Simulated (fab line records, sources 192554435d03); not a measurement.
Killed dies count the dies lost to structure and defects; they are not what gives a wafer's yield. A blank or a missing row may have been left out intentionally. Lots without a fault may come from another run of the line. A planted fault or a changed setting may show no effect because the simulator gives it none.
Lot-split experiment | flow n5Finfet | 7 lots, 39 wafers read, on a route of 1938 steps

## THE SPLIT ITSELF
At N5_BEOL_M8_TRENCH_ETCH_37 (etches SiCOH lowk in C4F6/O2, target depth 93.478 nm, time 31.2 s), the setting timeS was moved away from the recipe's 31.2 s on 18 of the 39 wafers read, by -53.0% to +56.0%. All remaining wafers had this setting at the recipe value.

## FROM THE SPLIT TO THE READING: what the file shows between them, 8 steps
- N5_BEOL_M8_ETCH_41: etches SiCN in CH3F/O2, target depth 31.9 nm, time 57.8 s
- N5_BEOL_M8_STRIP_80: strips in N2/H2, time 10 s
- N5_BEOL_M8_OCD_MEAS_38
- N5_BEOL_M8_HM_STRIP_39: strips TiN in peroxide tin strip, target depth 25 nm, time 158 s
- N5_BEOL_M8_SRD_40: time 30 s
- N5_BEOL_M8_ECD_50: material Cu, target thk 300 nm
- N5_BEOL_M8_ANNEAL_51: time 90 s
- N5_BEOL_M8_CMP_52: polishes, stops on SiCOH lowk, t overpolish 6.9 s, target thk 80 nm

## THE READING
M8_THK, in nm, at N5_BEOL_M8_THK_MEAS_53 (measures by xrf). Typical for fault-free wafers on this fab line: 78.8 nm, with standard deviation 2.4 nm.

wafer  | tool, chamber at the split | timeS as run, s | against the recipe | M8_THK, nm | against lot-mates on the recipe
L074.1 | rieDiel-01, 1              | 48.66           | +56.0%             | 136.0      | +55.1
L074.2 | rieDiel-01, 2              | 48.66           | +56.0%             | 131.8      | +50.9
L074.3 | rieDiel-01, 1              | 31.2            | recipe             | 83.5       | -
L074.4 | rieDiel-01, 2              | 31.2            | recipe             | 78.2       | -
L074.5 | rieDiel-01, 2              | 48.66           | +56.0%             | 132.9      | +52.0
L074.6 | rieDiel-01, 1              | 31.2            | recipe             | 80.9       | -
L079.1 | rieDiel-02, 1              | 17.35           | -44.4%             | 39.7       | -39.3
L079.2 | rieDiel-02, 0              | 31.2            | recipe             | 80.5       | -
L079.3 | rieDiel-02, 2              | 17.35           | -44.4%             | 39.0       | -40.0
L079.4 | rieDiel-02, 1              | 31.2            | recipe             | 77.6       | -
L079.5 | rieDiel-02, 2              | 31.2            | recipe             | 78.9       | -
L079.6 | rieDiel-02, 0              | 17.35           | -44.4%             | 40.4       | -38.6
L078.1 | rieDiel-02, 0              | 31.2            | recipe             | 81.9       | -
L078.2 | rieDiel-02, 2              | 31.2            | recipe             | 79.1       | -
L078.3 | rieDiel-02, 1              | 31.2            | recipe             | 78.3       | -
L078.4 | rieDiel-02, 1              | 14.66           | -53.0%             | 27.7       | -52.1
L078.5 | rieDiel-02, 2              | 14.66           | -53.0%             | 31.3       | -48.5
L078.6 | rieDiel-02, 0              | 14.66           | -53.0%             | 29.0       | -50.8
L082.1 | rieDiel-01, 2              | 31.2            | recipe             | 80.2       | -
L082.2 | rieDiel-01, 1              | 21.21           | -32.0%             | 50.0       | -30.7
L082.3 | rieDiel-01, 0              | 21.21           | -32.0%             | 50.9       | -29.8
L082.4 | rieDiel-01, 3              | 31.2            | recipe             | 80.9       | -
L082.5 | rieDiel-01, 0              | 21.21           | -32.0%             | 52.2       | -28.5
L082.6 | rieDiel-01, 3              | 31.2            | recipe             | 81.1       | -
L081.2 | rieDiel-05, 2              | 31.2            | recipe             | 78.8       | -
L081.3 | rieDiel-05, 3              | 31.2            | recipe             | 76.1       | -
L081.6 | rieDiel-05, 3              | 31.2            | recipe             | 75.2       | -
L085.1 | rieDiel-01, 3              | 31.2            | recipe             | 80.2       | -
L085.2 | rieDiel-01, 0              | 47.8            | +53.2%             | 134.0      | +53.6
L085.3 | rieDiel-01, 1              | 47.8            | +53.2%             | 133.0      | +52.6
L085.4 | rieDiel-01, 2              | 31.2            | recipe             | 78.4       | -
L085.5 | rieDiel-01, 0              | 31.2            | recipe             | 82.7       | -
L085.6 | rieDiel-01, 3              | 47.8            | +53.2%             | 132.6      | +52.2
L087.1 | rieDiel-01, 1              | 31.2            | recipe             | 82.8       | -
L087.2 | rieDiel-01, 3              | 18.77           | -39.8%             | 43.0       | -37.3
L087.3 | rieDiel-01, 0              | 18.77           | -39.8%             | 43.2       | -37.1
L087.4 | rieDiel-01, 2              | 31.2            | recipe             | 78.5       | -
L087.5 | rieDiel-01, 3              | 31.2            | recipe             | 79.5       | -
L087.6 | rieDiel-01, 2              | 18.77           | -39.8%             | 43.0       | -37.3

THE FIT
A straight line over all 39 wafers: M8_THK changes by +0.953 nm for each +1% of timeS; r = +1.00; the points scatter about the line by 2 nm.
The same after taking each lot's own level away (the mean of its wafers on the recipe; 39 wafers): +0.946 nm for each +1%; r = +1.00; scatter 1.7 nm.
According to that fit, moving timeS by its largest amount changes the reading by 53 nm.
The lots' own levels span 76.70 to 80.87 nm, that is 1.7 times the standard deviation above.
Hence the lot-to-lot level has little effect on the slope; both slopes agree.
Check: +53.1 nm against its lot-mates is what the line predicts for one of the wafers moved furthest among these (+56.0%) when that wafer is left out of the fit. It came out at +55.1 nm against them.

## THE WHOLE CHAIN: every reading that the file lists as answering this split, in the file's order
step                      | what it does                                                        | reading                                                                         | change (the file's fit)                                                              | r (the file's)
N5_BEOL_M8_TRENCH_ETCH_37 | etches SiCOH lowk in C4F6/O2, target depth 93.478 nm, time 31.2 s   | etch.depthNm (the simulator's own value, which no gauge read)                   | +0.933 nm for each +1% of the setting                                                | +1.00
N5_BEOL_M8_TRENCH_ETCH_37 | etches SiCOH lowk in C4F6/O2, target depth 93.478 nm, time 31.2 s   | BEOL_M8.featureDepthNm (the simulator's own value, which no gauge read)         | +0.933 nm for each +1% of the setting                                                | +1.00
N5_BEOL_M8_TRENCH_ETCH_37 | etches SiCOH lowk in C4F6/O2, target depth 93.478 nm, time 31.2 s   | TiN_of_BEOL_M8_HM_DEP_02.thkNm (the simulator's own value, which no gauge read) | -0.0263 nm for each +1% of the setting                                               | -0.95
N5_BEOL_M8_OCD_MEAS_38    |                                                                     | trenchDepthNm                                                                   | +0.932 nm for each +1% of the setting                                                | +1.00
N5_BEOL_M8_CMP_52         | polishes, stops on SiCOH lowk, t overpolish 6.9 s, target thk 80 nm | Cu_of_BEOL_M8_ECD_50.thkNm (the simulator's own value, which no gauge read)     | +0.942 nm for each +1% of the setting                                                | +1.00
N5_BEOL_M8_THK_MEAS_53    | measures by xrf                                                     | M8_THK                                                                          | +0.944 for each +1% of the setting                                                   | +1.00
N5_BEOL_M8_RS_MEAS_57     | measures by four-point-probe                                        | M8_RS                                                                           | not straight: 1.026 at the lowest setting, 0.288 at the recipe, 0.160 at the highest | not given

## FILE'S OWN FIT
M8_THK changes by +0.944 nm for each +1% of timeS, r = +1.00.
